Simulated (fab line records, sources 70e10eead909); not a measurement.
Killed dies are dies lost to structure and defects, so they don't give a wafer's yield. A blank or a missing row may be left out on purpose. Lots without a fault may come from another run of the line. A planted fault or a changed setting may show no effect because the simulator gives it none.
Chamber matching | flow nand_harc | NHARC_A_CHANNEL_HOLE_D1_ETCH_44 on rie_diel-02: 4 sister chambers
The step etches the open film in CF4/O2, target depth 140 nm, overetch 14 nm, time 77 s. 8 wafers are shown with their chamber, then 12 later ones without.

WAFERS WITH THEIR CHAMBER
wafer  | chamber | oes_product_au (a.u.) | rf_vpp_V (V)
L083.1 | 3       | 1.000                 | 198.5
L084.2 | 1       | 1.026                 | 199.9
L086.2 | 2       | 0.986                 | 195.3
L086.3 | 0       | 1.020                 | 195.5
L086.5 | 3       | 0.992                 | 197.9
L088.1 | 2       | 0.993                 | 195.7
L088.3 | 0       | 1.018                 | 195.8
L088.4 | 1       | 1.031                 | 198.8

WAFERS WITHOUT THEIR CHAMBER
wafer  | oes_product_au (a.u.) | rf_vpp_V (V)
L089.4 | 1.032                 | 199.4
L089.5 | 1.028                 | 195.4
L089.6 | 1.014                 | 197.5
L090.1 | 1.037                 | 198.8
L090.3 | 0.988                 | 197.5
L090.6 | 1.026                 | 195.3
L091.1 | 0.982                 | 195.5
L091.4 | 1.015                 | 198.1
L091.5 | 0.972                 | 196.0
L093.2 | 1.001                 | 197.9
L093.4 | 0.978                 | 196.7
L093.5 | 0.997                 | 197.9

WHICH CHAMBER EACH WENT THROUGH
wafer  | from the rows above          | in truth
L089.4 | 1                            | 1
L089.5 | 0                            | 0
L089.6 | can't be placed: 0 or 3 or 1 | 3
L090.1 | 1                            | 1
L090.3 | can't be placed: 3 or 2      | 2
L090.6 | 0                            | 0
L091.1 | 2                            | 2
L091.4 | can't be placed: 1 or 3 or 0 | 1
L091.5 | 2                            | 2
L093.2 | 3                            | 3
L093.4 | can't be placed: 2 or 3      | 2
L093.5 | 3                            | 3
Placed correctly: 8 of 12. Can't be placed from these rows: 4 (the true chamber is among the candidates in 4). Placed wrongly: 0.
How it was worked out, from the rows above alone: a wafer's distance from a chamber is the root of the sum, over the readings, of the square of ((its reading less the chamber's mean) divided by the reading's scatter). The wafer belongs to the nearest chamber; if the next one is less than 2 further off, it can't be placed. A chamber's mean is the mean of its shown wafers. The scatter: the root of (the sum of the squares of (reading less its chamber's mean) over the shown wafers, divided by (wafers less chambers)).
